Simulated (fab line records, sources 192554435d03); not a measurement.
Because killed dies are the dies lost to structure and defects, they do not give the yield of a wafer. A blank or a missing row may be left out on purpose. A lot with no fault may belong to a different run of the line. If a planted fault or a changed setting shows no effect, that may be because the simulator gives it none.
Which of the tools did it? | flow n5Finfet | Sampling: 11 lots, 33 wafers, 6 of 1938 route steps

## WHAT THE GAUGES SHOWED, per wafer
N5_BEOL_M11_CD_MEAS_18: pitch 140 nm, target cd 70 nm.
lot  | measured     | on       | cdNm (nm)
L075 | day 10 08:55 | cdSem-02 | 69.4 70.1 69.8
L077 | day 10 20:29 | cdSem-03 | 69.4 69.9 69.1
L079 | day 11 09:13 | cdSem-01 | 69.4 69.5 69.7
L082 | day 12 02:11 | cdSem-01 | 70.4 69.7 70.1
L084 | day 12 17:41 | cdSem-02 | 70.3 68.3 69.6
L085 | day 13 09:52 | cdSem-02 | 70.2 70.0 69.6
L089 | day 13 16:13 | cdSem-01 | 69.6 71.0 71.1
L090 | day 14 09:01 | cdSem-03 | 69.8 70.0 70.3
L092 | day 14 20:51 | cdSem-02 | 70.5 70.9 70.4
L094 | day 15 07:34 | cdSem-03 | 69.0 69.9 69.2
L097 | day 15 21:35 | cdSem-02 | 69.7 70.8 69.7

## WHICH TOOL RAN EACH LOT (tool, then ch and the chambers of the sampled wafers, then the start)
lot  | N5_BEOL_M9_CURE_72           | N5_BEOL_M9_DEP_56               | N5_BEOL_M10_STRIP_19              | N5_BEOL_M11_DESCUM_16             | N5_BEOL_M11_HM_OPEN_17
L075 | uvCure-03 ch 2, day 9 19:31  | pecvd-02 ch 0, day 9 22:24      | rieDiel-01 ch 0,1,2, day 10 00:40 | rieDiel-05 ch 0,1,3, day 10 08:23 | rieMetal-01 ch 0,1, day 10 08:39
L077 | uvCure-01 ch 0, day 10 06:53 | pecvd-02 ch 1,2, day 10 08:50   | rieDiel-04 ch 1,3, day 10 11:56   | rieDiel-03 ch 0,3, day 10 20:02   | rieMetal-02 ch 0,1, day 10 20:18
L079 | uvCure-03 ch 0, day 10 19:49 | pecvd-01 ch 0,1, day 10 22:59   | rieDiel-01 ch 1,2,3, day 11 02:55 | rieDiel-03 ch 0,1,3, day 11 08:46 | rieMetal-03 ch 0,1, day 11 09:02
L082 | uvCure-02 ch 0, day 11 12:49 | pecvd-01 ch 0,1, day 11 15:22   | rieDiel-02 ch 0,1,2, day 11 18:48 | rieDiel-05 ch 1,2, day 12 01:33   | rieMetal-01 ch 0,1, day 12 01:49
L084 | uvCure-01 ch 0, day 12 03:22 | pecvd-01 ch 0,1,2, day 12 05:48 | rieDiel-01 ch 0,1,2, day 12 08:32 | rieDiel-06 ch 1,2,3, day 12 17:14 | rieMetal-01 ch 0,1, day 12 17:31
L085 | uvCure-02 ch 0, day 12 19:17 | pecvd-03 ch 0,1,2, day 12 21:38 | rieDiel-01 ch 1,2,3, day 13 02:46 | rieDiel-03 ch 0,2, day 13 09:25   | rieMetal-03 ch 0,1, day 13 09:41
L089 | uvCure-02 ch 2, day 13 02:01 | pecvd-01 ch 1,2, day 13 05:08   | rieDiel-02 ch 1,2,3, day 13 07:32 | rieDiel-05 ch 0,1,2, day 13 15:40 | rieMetal-01 ch 0,1, day 13 15:56
L090 | uvCure-03 ch 0, day 13 20:23 | pecvd-03 ch 0,2, day 13 22:28   | rieDiel-02 ch 0,1,3, day 14 00:50 | rieDiel-05 ch 1,2, day 14 08:22   | rieMetal-03 ch 0,1, day 14 08:40
L092 | uvCure-01 ch 2, day 14 05:49 | pecvd-03 ch 0,1, day 14 08:34   | rieDiel-02 ch 1,2,3, day 14 10:56 | rieDiel-05 ch 1,2,3, day 14 20:24 | rieMetal-02 ch 0,1, day 14 20:40
L094 | uvCure-03 ch 1, day 14 18:52 | pecvd-03 ch 0,1,2, day 14 20:54 | rieDiel-02 ch 0,3, day 14 23:43   | rieDiel-05 ch 0,2,3, day 15 07:06 | rieMetal-01 ch 0,1, day 15 07:24
L097 | uvCure-01 ch 0, day 15 06:44 | pecvd-02 ch 1,2, day 15 09:35   | rieDiel-04 ch 1,2,3, day 15 13:24 | rieDiel-05 ch 0,1, day 15 21:00   | rieMetal-03 ch 0,1, day 15 21:18
- N5_BEOL_M9_CURE_72: cures SiCOH lowk, time 120 s.
- N5_BEOL_M9_DEP_56: deposits SiCN from 3MS/NH3, target thk 15 nm, time 26.5 s.
- N5_BEOL_M10_STRIP_19: strips in O2.
- N5_BEOL_M11_DESCUM_16: chemistry O2, time 7.9 s.
- N5_BEOL_M11_HM_OPEN_17: chemistry Cl2/BCl3, target TiN, target depth 20 nm, overetch 6 nm.

## THE ANSWER, worked out from the rows above alone
Rule: usual is defined by the lots themselves. Put in order of their means at a reading, lots are off if they are a third of the lots or fewer, leave a main group of 4 or more, and stand apart from it by a gap of 3 or more times the standard deviation of the main group's means; of several such gaps the widest counts. A main group is skipped when, at the precision printed for the reading in the tables above, its means are all equal. A lot without any number at a reading at which 4 lots or more have one is off too. Where the step has rows for the other lots, those lots are counted as sound.
No lot is off at any reading shown: from this, nothing can be told.

## WHAT WAS PUT IN BY THE SIMULATOR
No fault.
